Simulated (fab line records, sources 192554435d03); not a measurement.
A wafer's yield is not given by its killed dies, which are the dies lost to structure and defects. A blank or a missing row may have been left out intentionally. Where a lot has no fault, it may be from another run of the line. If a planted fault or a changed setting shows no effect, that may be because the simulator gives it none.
fab line records	flow n5Finfet
[record] lots = 7	wafers = 21
route steps=1938 shown BEOL_M11@1579 BEOL_M12@1649 BEOL_M14@1743
startH: the number of hours between the record's first day and the start of the first shown wafer of the lot	waitH: hours since the lot's step before	" unchanged from the row above	L1.1+2: a row that stands for several wafers	- no value, or no start given	* or withheld: withheld	< > ~ a bound
route shown NAME@n: names a module that has steps shown in the file, with the first one's number in the route	usual: mean/standard deviation of fault-free wafers	same: alike in all rows	chamber/n: place in a boat	sites: per-site readings	_std_site: how widely they spread, as a standard deviation	_edge_site: mean of outer sites minus mean of inner sites	radiusMm: for every site, how far away it sits from the centre of the wafer	mask NAME#n: copy n	behind: tool/chamber where the wafer was last shaped	hold: why the lot went on hold/how many hours it stayed there/how the hold came to an end	device: names the non-switching transistor (n, p or np)	end of line: at the end of the route, the tests of the same wafers	for a step that has no rows: nothing shown but its recipe	killed: dies lost to structure and defects at the first sort, not the wafer's yield	map: dies across one wafer; x = killed, . = not, _ = none there
set.NAME: the run value of the setting; set.NAME@STEP: its run value at that earlier step	model.NAME: the simulator's own value behind a step, which no gauge read
lots run with intentionally changed settings; tables by step, rows by wafer
[[steps]]
[step N5_BEOL_M11_ETCH_41]
[recipe] chemistry = CH3F/O2	target = SiCN	targetDepthA = 426	taperDeg = 2	timeS = 86	ionEnergyEv = 120	maskMaterial = TiN	pressureMtorr = 30	sourceW = 395	biasW = 75	Ar_flow_sccm = 150	CH3F_flow_sccm = 30	O2_flow_sccm = 20
lot.wafer	tool	chamber	startH	waitH	set.timeS	model.etch.depthNm
L074.2	rieDiel-05	2	-	-	86	32.92
L074.3	"	3	"	"	86	33.23
L074.4	"	0	"	"	86	32.24
L076.1	rieDiel-05	2	-	-	86	33.29
L076.2	"	3	"	"	75.21	29.32
L076.5	"	3	"	"	75.21	29.44
L084.3	rieDiel-06	2	-	-	86	33.7
L084.5	"	0	"	"	86	32.45
L084.6	"	1	"	"	86	31.97
L085.1	rieDiel-03	0	-	-	86	32.75
L085.5	"	1	"	"	86	31.89
L085.6	"	0	"	"	86	32.54
L093.2	rieDiel-06	1	-	-	98.5	36.29
L093.3	"	2	"	"	86	33.58
L093.4	"	0	"	"	98.5	37.08
L092.1	rieDiel-06	3	-	-	86	31.36
L092.2	"	2	"	"	86	33.22
L092.3	"	1	"	"	86	31.63
L091.1	rieDiel-05	3	-	-	86	33.55
L091.5	"	0	"	"	80.94	31.51
L091.6	"	1	"	"	80.94	31.08
[step N5_BEOL_M11_STRIP_77]
[recipe] chemistry = N2/H2	timeS = 10	powerW = 450	tempC = 40	pressureMtorr = 20	rfFrequencyHz = 6e+07	biasPowerW = 7	n2FlowSccm = 200	h2FlowSccm = 200
[step N5_BEOL_M11_OCD_MEAS_38]
[usual] trenchDepthNm = 148/3.2
lot.wafer	tool	chamber	startH	waitH	set.timeS@BEOL_M11_TRENCH_ETCH_37	trenchDepthNm
L074.2	ocd-02	-	232.47	-	48	153
L074.3	"	-	"	"	48	154
L074.4	"	-	"	"	48	148
L076.1	ocd-02	-	246.11	-	54.86	175
L076.2	"	-	"	"	48	154
L076.5	"	-	"	"	54.86	175
L084.3	ocd-02	-	294.58	-	48	153
L084.5	"	-	"	"	44.91	140
L084.6	"	-	"	"	44.91	138
L085.1	ocd-01	-	307.47	-	48	149
L085.5	"	-	"	"	48	145
L085.6	"	-	"	"	48	148
L093.2	ocd-01	-	344.92	-	48	144
L093.3	"	-	"	"	48	152
L093.4	"	-	"	"	48	149
L092.1	ocd-01	-	345.54	-	37.76	113
L092.2	"	-	"	"	48	152
L092.3	"	-	"	"	37.76	114
L091.1	ocd-01	-	385.81	-	48	153
L091.5	"	-	"	"	48	149
L091.6	"	-	"	"	48	148
[step N5_BEOL_M11_HM_STRIP_39]
[recipe] chemistry = peroxideTinStrip	material = TiN	targetDepthA = 250	tempC = 50	timeS = 158
[step N5_BEOL_M11_SRD_40]
[recipe] timeS = 30	tempC = 23	rinseLiquid = diw	dry = ipaMarangoni
[step N5_BEOL_M11_ECD_50]
[recipe] material = Cu	targetThkA = 3180
[step N5_BEOL_M11_ANNEAL_51]
[recipe] tempC = 225	timeS = 90	ambient = N2
[step N5_BEOL_M11_CMP_52]
[recipe] stopOn = SiCOH_lowk	tOverpolishS = 7	downForcePsi = 1	platenRpm = 50	clearingPlatenDownForcePsi = 1.5	clearingPlatenRpm = 50	postCmpClean = cuAlkaline	targetThkNm = 140	clearingPlatenPadVelocityMS = 0.99484	padVelocityMS = 0.99484
lot.wafer	tool	chamber	startH	waitH	set.timeS@BEOL_M11_TRENCH_ETCH_37	model.Cu_of_BEOL_M11_ECD_50.thkNm
L074.3	cmp-03	1	234.79	0.2	48	144.8
L074.4	"	2	"	"	48	140
L074.2	"	3	"	"	48	141.6
L076.2	cmp-01	1	250.59	0.2	48	143.8
L076.1	"	2	"	"	54.86	166.6
L076.5	"	1	"	"	54.86	165.8
L084.3	cmp-04	3	296.93	0.2	48	144.6
L084.6	"	3	"	"	44.91	128.2
L084.5	"	0	"	"	44.91	131.4
L085.1	cmp-03	1	310.27	0.3	48	140.2
L085.5	"	1	"	"	48	136
L085.6	"	2	"	"	48	141
L093.3	cmp-04	0	347.71	0.2	48	144.6
L093.2	"	1	"	"	48	138.2
L093.4	"	3	"	"	48	141.4
L092.1	cmp-04	0	348.37	0.3	37.76	105
L092.2	"	1	"	"	48	143.6
L092.3	"	2	"	"	37.76	104.6
L091.1	cmp-03	2	387.74	0.3	48	143.8
L091.6	"	1	"	"	48	139.6
L091.5	"	2	"	"	48	141
[step N5_BEOL_M11_THK_MEAS_53]
[recipe] thkMeasGauge = xrf	reads = Cu_of_BEOL_M11_ECD_50
[usual] M11_THK = 145/3.3
lot.wafer	tool	chamber	startH	waitH	set.timeS@BEOL_M11_TRENCH_ETCH_37	M11_THK[nm]
L074.2	filmMetro-01	-	235.04	-	48	148
L074.3	"	-	"	"	48	151
L074.4	"	-	"	"	48	146
L076.1	filmMetro-01	-	250.85	-	54.86	171
L076.2	"	-	"	"	48	147
L076.5	"	-	"	"	54.86	170
L084.3	filmMetro-02	-	297.23	-	48	151
L084.5	"	-	"	"	44.91	138
L084.6	"	-	"	"	44.91	134
L085.1	filmMetro-02	-	310.56	-	48	147
L085.5	"	-	"	"	48	142
L085.6	"	-	"	"	48	147
L093.2	filmMetro-02	-	348.00	-	48	143
L093.3	"	-	"	"	48	149
L093.4	"	-	"	"	48	146
L092.1	filmMetro-02	-	348.66	-	37.76	109
L092.2	"	-	"	"	48	148
L092.3	"	-	"	"	37.76	109
L091.1	filmMetro-01	-	388.00	-	48	150
L091.5	"	-	"	"	48	147
L091.6	"	-	"	"	48	145
[step N5_BEOL_M11_PRE_CLEAN_55]
[recipe] gas = NH3	timeS = 15	tempC = withheld	rfPowerW = 300
[step N5_BEOL_M11_DEP_56]
[recipe] material = SiCN	targetThkA = 300	tempC = withheld	precursor = 3MS/NH3	pressureTorr = 3	rfW = 675	timeS = 10.5
[step N5_BEOL_M11_RS_MEAS_57]
[recipe] thkMeasGauge = four-point-probe	reads = Cu_of_BEOL_M11_ECD_50+Co_of_BEOL_M11_CVD_75+TaN_of_BEOL_M11_ALD_74
[usual] M11_RS = 0.151/0.0038
lot.wafer	tool	chamber	startH	waitH	set.timeS@BEOL_M11_TRENCH_ETCH_37	M11_RS[ohm/sq]
L074.2	filmMetro-01	-	235.17	0.0	48	0.149
L074.3	"	-	"	"	48	0.145
L074.4	"	-	"	"	48	0.151
L076.1	filmMetro-02	-	251.00	0.1	54.86	0.124
L076.2	"	-	"	"	48	0.147
L076.5	"	-	"	"	54.86	0.125
L084.3	filmMetro-02	-	297.35	0.0	48	0.146
L084.5	"	-	"	"	44.91	0.162
L084.6	"	-	"	"	44.91	0.166
L085.1	filmMetro-02	-	310.68	0.0	48	0.151
L085.5	"	-	"	"	48	0.156
L085.6	"	-	"	"	48	0.150
L093.2	filmMetro-01	-	348.13	0.0	48	0.153
L093.3	"	-	"	"	48	0.145
L093.4	"	-	"	"	48	0.149
L092.1	filmMetro-02	-	348.79	0.0	37.76	0.208
L092.2	"	-	"	"	48	0.147
L092.3	"	-	"	"	37.76	0.209
L091.1	filmMetro-01	-	388.14	0.1	48	0.146
L091.5	"	-	"	"	48	0.150
L091.6	"	-	"	"	48	0.151
[step N5_BEOL_M12_SPUTTER_44]
[recipe] material = Ta	targetThkA = 100	tempC = 50	biasV = 80	powerW = 15000	chamberPressurePa = 0.07	timeS = 16.13
lot.wafer	tool	chamber	startH	waitH	set.powerW	model.Ta_of_BEOL_M12_SPUTTER_44.thkNm
L074.2+3	pvdSputter-01	-	242.93	0.0	15000	10.4
L074.4	"	-	"	"	16930	11.8
L076.1	pvdSputter-01	-	255.51	0.0	15950	10.8
L076.2+5	"	-	"	"	15950	10.6
L084.3	pvdSputter-03	-	300.80	0.0	15840	10.8
L084.5	"	-	"	"	15000	10.2
L084.6	"	-	"	"	15000	10
L085.1	pvdSputter-03	-	315.30	0.0	15000	10.2
L085.5+6	"	-	"	"	15000	10.4
L093.2	pvdSputter-02	-	352.53	0.0	15000	9.8
L093.3	"	-	"	"	15000	10
L093.4	"	-	"	"	16710	11.4
L092.1+3	pvdSputter-03	-	355.37	0.0	15000	10.2
L092.2	"	-	"	"	15000	10
L091.1+6	pvdSputter-02	-	393.81	0.0	15000	9.8
L091.5	"	-	"	"	15000	10
[step N5_BEOL_M14_PEB_26]
[recipe] pebTempC = 130	pebTimeS = 90
lot.wafer	tool	chamber	startH	waitH	set.pebTempC
L074.2+3	lithoTrack-04	0	253.55	0.0	133.6
L074.4	"	0	"	"	130
L076.1+2	lithoTrack-01	0	263.75	0.1	127.2
L076.5	"	0	"	"	130
L084.3+6	lithoTrack-04	0	309.29	0.0	128.7
L084.5	"	0	"	"	130
L085.1+5+6	lithoTrack-01	0	322.10	0.1	130
L093.2+3	lithoTrack-04	0	359.53	0.0	132.7
L093.4	"	0	"	"	130
L092.1+2+3	lithoTrack-01	0	362.02	0.1	130
L091.1	lithoTrack-01	0	402.26	0.1	130
L091.5+6	"	0	"	"	126.6
[step N5_BEOL_M14_DEVELOP_27]
[recipe] developTimeS = 45	rinseLiquid = diw	dry = airSpin	devTempC = 21
[step N5_BEOL_M14_HARDBAKE_32]
[recipe] tempC = 130	timeS = 120
[step N5_BEOL_M14_CD_MEAS_28]
[recipe] targetCdNm = 284.4	landingEnergyEv = 500	detector = seInlens
[usual] cdNm = 284.2/1.9
lot.wafer	tool	chamber	startH	waitH	set.pebTempC@BEOL_M14_PEB_26	cdNm
L074.2	cdSem-02	0	253.67	-	133.6	299.4
L074.3	"	0	"	"	133.6	301.5
L074.4	"	0	"	"	130	285.9
L076.1	cdSem-03	0	263.86	-	127.2	267.6
L076.2	"	0	"	"	127.2	271.9
L076.5	"	0	"	"	130	285.6
L084.3	cdSem-03	0	309.41	-	128.7	273.5
L084.5	"	0	"	"	130	283.2
L084.6	"	0	"	"	128.7	273.7
L085.1	cdSem-02	0	322.22	-	130	283.8
L085.5	"	0	"	"	130	283.0
L085.6	"	0	"	"	130	283.0
L093.2	cdSem-03	0	359.65	-	132.7	293.6
L093.3	"	0	"	"	132.7	294.6
L093.4	"	0	"	"	130	282.3
L092.1	cdSem-03	0	362.13	-	130	284.3
L092.2	"	0	"	"	130	284.2
L092.3	"	0	"	"	130	284.5
L091.1	cdSem-02	0	402.38	-	130	282.4
L091.5	"	0	"	"	126.6	268.0
L091.6	"	0	"	"	126.6	266.9
[step N5_BEOL_M14_DESCUM_33]
[recipe] chemistry = O2	timeS = 7.9	sourcePowerW = 50	biasPowerW = 20	pressureMtorr = 20	rfFrequencyHz = 2.712e+07	tempC = 40	o2FlowSccm = 225
lot.wafer	tool	chamber	startH	waitH	set.pebTempC@BEOL_M14_PEB_26	model.BEOL_M14.cdNm
L074.2	rieDiel-02	0	253.76	0.0	133.6	299.6
L074.3	"	2	"	"	133.6	301.6
L074.4	"	3	"	"	130	285.8
L076.1	rieDiel-01	0	263.95	0.0	127.2	267.8
L076.2	"	2	"	"	127.2	271.6
L076.5	"	0	"	"	130	285.6
L084.3	rieDiel-01	3	309.50	0.0	128.7	273.4
L084.5	"	2	"	"	130	283
L084.6	"	3	"	"	128.7	273.6
L085.1	rieDiel-02	2	322.45	0.2	130	284.2
L085.5	"	2	"	"	130	283
L085.6	"	0	"	"	130	282.8
L093.2	rieDiel-02	2	360.13	0.4	132.7	294
L093.3	"	0	"	"	132.7	294.6
L093.4	"	0	"	"	130	282.4
L092.1	rieDiel-01	0	362.37	0.2	130	284.4
L092.2	"	3	"	"	130	284.2
L092.3	"	1	"	"	130	284.6
L091.1	rieDiel-02	3	402.46	0.0	130	282.6
L091.5	"	1	"	"	126.6	268
L091.6	"	3	"	"	126.6	266.8
[step N5_BEOL_M14_ETCH_67]
[recipe] chemistry = CF4	target = SiARC	targetDepthA = 1430	timeS = 238.3	ionEnergyEv = 80	pressureMtorr = 40	sourceW = 545	biasW = 36	Ar_flow_sccm = 100	cf4FlowSccm = 100	ends = cleared
lot.wafer	tool	chamber	startH	waitH	set.pebTempC@BEOL_M14_PEB_26	model.BEOL_M14.cdNm
L074.2	rieDiel-02	0	253.79	0.0	133.6	295
L074.3	"	2	"	"	133.6	297
L074.4	"	3	"	"	130	281
L076.1	rieDiel-01	0	263.98	0.0	127.2	263.4
L076.2	"	2	"	"	127.2	267.2
L076.5	"	0	"	"	130	280.6
L084.3	rieDiel-01	3	309.53	0.0	128.7	269.6
L084.5	"	2	"	"	130	278
L084.6	"	3	"	"	128.7	270
L085.1	rieDiel-02	2	322.50	0.0	130	279.2
L085.5	"	2	"	"	130	278.2
L085.6	"	0	"	"	130	279
L093.2	rieDiel-02	2	360.16	0.0	132.7	289.8
L093.3	"	0	"	"	132.7	291
L093.4	"	0	"	"	130	279
L092.1+2	rieDiel-01	0,3	362.40	0.0	130	280
L092.3	"	1	"	"	130	279.8
L091.1	rieDiel-02	3	402.50	0.0	130	278.6
L091.5	"	1	"	"	126.6	263.6
L091.6	"	3	"	"	126.6	263
[step N5_BEOL_M14_ETCH_68]
[recipe] chemistry = N2/H2	target = SOC	maskMaterial = SiARC	sourceW = 3000	biasW = 350	tempC = 40	timeS = 450	ionEnergyEv = 200	pressureMtorr = 30	n2FlowSccm = 200	h2FlowSccm = 200
lot.wafer	tool	chamber	startH	waitH	set.pebTempC@BEOL_M14_PEB_26	model.BEOL_M14.cdNm
L074.2	rieDiel-02	0	253.94	0.1	133.6	292.4
L074.3	"	2	"	"	133.6	297
L074.4	"	3	"	"	130	280.4
L076.1	rieDiel-01	0	264.13	0.1	127.2	261.8
L076.2	"	2	"	"	127.2	267.4
L076.5	"	0	"	"	130	278.2
L084.3	rieDiel-01	3	309.68	0.1	128.7	272.4
L084.5	"	2	"	"	130	279
L084.6	"	3	"	"	128.7	271.6
L085.1	rieDiel-02	2	322.72	0.1	130	277.6
L085.5	"	2	"	"	130	278
L085.6	"	0	"	"	130	274.8
L093.2	rieDiel-02	2	360.31	0.1	132.7	289.6
L093.3	"	0	"	"	132.7	287.6
L093.4	"	0	"	"	130	277.4
L092.1	rieDiel-01	0	362.55	0.1	130	280.8
L092.2	"	3	"	"	130	281.6
L092.3	"	1	"	"	130	282.6
L091.1	rieDiel-02	3	402.65	0.1	130	277.8
L091.5	"	1	"	"	126.6	263.4
L091.6	"	3	"	"	126.6	261.2
[step N5_BEOL_M14_TRENCH_ETCH_34]
[recipe] chemistry = C4F8/O2/Ar	target = SiO2	targetDepthA = 5566.5	maskMaterial = SOC	heInnerTorr = 15	heOuterTorr = 30	timeS = 126.9	ionEnergyEv = 800	pressureMtorr = 20	sourceW = 1905	biasW = 2040	Ar_flow_sccm = 400	C4F8_flow_sccm = 16	O2_flow_sccm = 12
lot.wafer	tool	chamber	startH	waitH	set.timeS	set.pebTempC@BEOL_M14_PEB_26	model.etch.depthNm	model.BEOL_M14.cdNm
L074.2	rieDiel-02	0	254.21	0.0	126.9	133.6	548.6	292.8
L074.3	"	2	"	"	126.9	133.6	561	296.8
L074.4	"	3	"	"	126.9	130	551.8	280.4
L076.1	rieDiel-01	0	264.40	0.0	140.6	127.2	585.9	262.4
L076.2	"	2	"	"	126.9	127.2	535.9	266.6
L076.5	"	0	"	"	140.6	130	598.2	278.6
L084.3	rieDiel-01	3	309.95	0.0	126.9	128.7	568.3	272.6
L084.5	"	2	"	"	126.9	130	528.3	278.8
L084.6	"	3	"	"	126.9	128.7	566.8	271.8
L085.1	rieDiel-02	2	323.13	0.0	126.9	130	553.1	277.6
L085.5	"	2	"	"	126.9	130	549.3	278.2
L085.6	"	0	"	"	126.9	130	546.7	275.2
L093.2	rieDiel-02	2	360.58	0.0	126.9	132.7	551.8	289.6
L093.3	"	0	"	"	126.9	132.7	543.2	287.8
L093.4	"	0	"	"	110.7	130	476.5	277.2
L092.1	rieDiel-01	0	362.82	0.0	126.9	130	531.3	281
L092.2	"	3	"	"	126.9	130	556.7	281.8
L092.3	"	1	"	"	106.4	130	466.6	281.6
L091.1	rieDiel-02	3	402.92	0.0	126.9	130	556.1	278
L091.5	"	1	"	"	126.9	126.6	551.6	263.6
L091.6	"	3	"	"	126.9	126.6	556.7	261.4
[step N5_BEOL_M14_STRIP_70]
[recipe] chemistry = C4F8/O2/Ar	resist = SiARC	rfFrequencyHz = 6e+07
[step N5_BEOL_M14_OCD_MEAS_35]
[usual] trenchDepthNm = 552/13
lot.wafer	tool	chamber	startH	waitH	set.timeS@BEOL_M14_TRENCH_ETCH_34	trenchDepthNm
L074.2	ocd-02	-	254.37	0.0	126.9	549
L074.3	"	-	"	"	126.9	561
L074.4	"	-	"	"	126.9	552
L076.1	ocd-02	-	264.56	0.0	140.6	586
L076.2	"	-	"	"	126.9	536
L076.5	"	-	"	"	140.6	598
L084.3	ocd-01	-	310.11	0.0	126.9	568
L084.5	"	-	"	"	126.9	529
L084.6	"	-	"	"	126.9	567
L085.1	ocd-01	-	323.35	0.0	126.9	553
L085.5	"	-	"	"	126.9	549
L085.6	"	-	"	"	126.9	547
L093.2	ocd-01	-	360.74	0.0	126.9	552
L093.3	"	-	"	"	126.9	543
L093.4	"	-	"	"	110.7	476
L092.1	ocd-01	-	362.98	0.0	126.9	531
L092.2	"	-	"	"	126.9	557
L092.3	"	-	"	"	106.4	467
L091.1	ocd-02	-	403.07	0.0	126.9	556
L091.5	"	-	"	"	126.9	552
L091.6	"	-	"	"	126.9	557
[step N5_BEOL_M14_SPUTTER_45]
[recipe] material = Cu	targetThkA = 1000	tempC = -20	biasV = 60	powerW = 26000	chamberPressurePa = 0.13	timeS = 16.67
lot.wafer	tool	chamber	startH	waitH	set.powerW
L074.2+4	pvdSputter-01	-	259.47	0.0	26000
L074.3	"	-	"	"	21340
L076.1	pvdSputter-03	-	267.11	0.0	29170
L076.2+5	"	-	"	"	26000
L084.3+5+6	pvdSputter-01	-	314.78	0.0	26000
L085.1+5+6	pvdSputter-03	-	323.98	0.0	26000
L093.2	pvdSputter-03	-	361.48	0.0	22160
L093.3+4	"	-	"	"	26000
L092.1+3	pvdSputter-01	-	365.56	0.0	26000
L092.2	"	-	"	"	28830
L091.1+5+6	pvdSputter-03	-	404.18	0.0	30540
[step N5_BEOL_M14_ECD_47]
[recipe] material = Cu	targetThkA = 12480
[step N5_BEOL_M14_ANNEAL_48]
[recipe] tempC = 225	timeS = 90	ambient = N2
[step N5_BEOL_M14_CMP_49]
[recipe] stopOn = SiO2	tOverpolishS = 5.2	downForcePsi = 2	platenRpm = 80	clearingPlatenDownForcePsi = 2	clearingPlatenRpm = 80	postCmpClean = cuAlkaline	targetThkNm = 560	clearingPlatenPadVelocityMS = 1.5917	padVelocityMS = 1.5917
lot.wafer	tool	chamber	startH	waitH	set.timeS@BEOL_M14_TRENCH_ETCH_34	model.Cu_of_BEOL_M14_ECD_47.thkNm
L074.3	cmp-01	2	260.19	0.2	126.9	-
L074.4	"	0	"	"	126.9	556
L074.2	"	1	"	"	126.9	551.2
L076.2	cmp-02	0	267.86	0.3	126.9	538
L076.1	"	1	"	"	140.6	-
L076.5	"	3	"	"	140.6	602
L084.3	cmp-02	1	315.50	0.3	126.9	572
L084.6	"	2	"	"	126.9	569.6
L084.5	"	3	"	"	126.9	530.6
L085.1	cmp-01	3	324.76	0.3	126.9	556
L085.6	"	3	"	"	126.9	549.2
L085.5	"	0	"	"	126.9	552.6
L093.4	cmp-02	0	362.18	0.2	110.7	478.2
L093.2	"	1	"	"	126.9	-
L093.3	"	2	"	"	126.9	547
L092.2	cmp-01	0	366.16	0.2	126.9	-
L092.1	"	1	"	"	126.9	533.6
L092.3	"	2	"	"	106.4	470.4
L091.1+5+6	cmp-03	0,0,1	405.33	0.3	126.9	-
[step N5_BEOL_M14_DEP_53]
[recipe] material = SiCN	targetThkA = 500	tempC = withheld	precursor = 3MS/NH3	pressureTorr = 3	rfW = 675	timeS = 17.8
lot.wafer	tool	chamber	startH	waitH	set.timeS	model.SiCN_of_BEOL_M14_DEP_53.thkNm
L074.2	pecvd-01	0	260.56	0.0	16.79	47.2
L074.3	"	2	"	"	17.8	49.6
L074.4	"	0	"	"	17.8	50.4
L076.1	pecvd-04	1	268.14	0.0	17.8	50.4
L076.2	"	2	"	"	15.54	43.6
L076.5	"	2	"	"	15.54	44.6
L084.3	pecvd-01	1	315.74	0.0	19.78	54.8
L084.5	"	0	"	"	17.8	51
L084.6	"	1	"	"	19.78	56.4
L085.1	pecvd-04	0	325.12	0.0	17.8	49.6
L085.5+6	"	1,2	"	"	17.8	50.6
L093.2	pecvd-01	1	362.50	0.0	17.8	49.2
L093.3	"	0	"	"	17.8	49.4
L093.4	"	1	"	"	17.8	50.4
L092.1	pecvd-02	0	366.52	0.0	17.8	50
L092.2	"	2	"	"	17.8	50.6
L092.3	"	1	"	"	17.8	49.2
L091.1	pecvd-02	1	405.69	0.0	17.8	49
L091.5	"	2	"	"	17.8	50.2
L091.6	"	0	"	"	15.2	43.4
[step N5_BEOL_M14_RS_MEAS_54]
[recipe] thkMeasGauge = four-point-probe	reads = Cu_of_BEOL_M14_ECD_47+Ta_of_BEOL_M14_SPUTTER_44+TaN_of_BEOL_M14_SPUTTER_43
[usual] M14_RS = 0.0335/0.00083
lot.wafer	tool	chamber	startH	waitH	set.timeS@BEOL_M14_TRENCH_ETCH_34	M14_RS[ohm/sq]
L074.2	filmMetro-01	-	260.65	0.1	126.9	0.0336
L074.3	"	-	"	"	126.9	0.0329
L074.4	"	-	"	"	126.9	0.0334
L076.1	filmMetro-02	-	268.20	0.0	140.6	0.0315
L076.2	"	-	"	"	126.9	0.0346
L076.5	"	-	"	"	140.6	0.0308
L084.3	filmMetro-02	-	315.81	0.1	126.9	0.0325
L084.5	"	-	"	"	126.9	0.0351
L084.6	"	-	"	"	126.9	0.0326
L085.1	filmMetro-01	-	325.19	0.0	126.9	0.0334
L085.5	"	-	"	"	126.9	0.0336
L085.6	"	-	"	"	126.9	0.0337
L093.2	filmMetro-02	-	362.57	0.1	126.9	0.0334
L093.3	"	-	"	"	126.9	0.0341
L093.4	"	-	"	"	110.7	0.0391
L092.1	filmMetro-01	-	366.59	0.0	126.9	0.0348
L092.2	"	-	"	"	126.9	0.0331
L092.3	"	-	"	"	106.4	0.0397
L091.1	filmMetro-01	-	405.76	0.0	126.9	0.0331
L091.5	"	-	"	"	126.9	0.0335
L091.6	"	-	"	"	126.9	0.0332
[[key]]
[split] step = N5_BEOL_M11_ETCH_41	setting = timeS	stated = 86	by = wafer
[response] step = N5_BEOL_M11_ETCH_41	reading = model.etch.depthNm	change = +0.267	per = 1%	r = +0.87
[split] step = N5_BEOL_M12_SPUTTER_44	setting = powerW	stated = 15000	by = wafer
[response] step = N5_BEOL_M12_SPUTTER_44	reading = model.Ta_of_BEOL_M12_SPUTTER_44.thkNm	change = +0.119	per = 1%	r = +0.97
[split] step = N5_BEOL_M14_PEB_26	setting = pebTempC	stated = 130	by = wafer
[response] step = N5_BEOL_M14_CD_MEAS_28	reading = cdNm	change = +6.04	per = 1%	r = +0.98
[response] step = N5_BEOL_M14_DESCUM_33	reading = model.BEOL_M14.cdNm	change = +6.1	per = 1%	r = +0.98
[response] step = N5_BEOL_M14_ETCH_67	reading = model.BEOL_M14.cdNm	change = +5.98	per = 1%	r = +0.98
[response] step = N5_BEOL_M14_ETCH_68	reading = model.BEOL_M14.cdNm	change = +5.71	per = 1%	r = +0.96
[response] step = N5_BEOL_M14_TRENCH_ETCH_34	reading = model.BEOL_M14.cdNm	change = +5.78	per = 1%	r = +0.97
[split] step = N5_BEOL_M14_TRENCH_ETCH_34	setting = timeS	stated = 126.9	by = wafer
[response] step = N5_BEOL_M14_TRENCH_ETCH_34	reading = model.etch.depthNm	change = +5.12	per = 1%	r = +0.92
[response] step = N5_BEOL_M14_OCD_MEAS_35	reading = trenchDepthNm	change = +5.12	per = 1%	r = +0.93
[response] step = N5_BEOL_M14_CMP_49	reading = model.Cu_of_BEOL_M14_ECD_47.thkNm	change = +4.79	per = 1%	r = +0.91
[response] step = N5_BEOL_M14_RS_MEAS_54	reading = M14_RS	change = -0.000366	per = 1%	r = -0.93
[split] step = N5_BEOL_M14_SPUTTER_45	setting = powerW	stated = 26000	by = wafer
response none clear
[split] step = N5_BEOL_M14_DEP_53	setting = timeS	stated = 17.8	by = wafer
[response] step = N5_BEOL_M14_DEP_53	reading = model.SiCN_of_BEOL_M14_DEP_53.thkNm	change = +0.448	per = 1%	r = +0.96
split outsideThisFile step=N5_BEOL_M11_TRENCH_ETCH_37 setting=timeS
// split outsideThisFile: this setting was split too, and the file shows its column; the key of that split is in another file
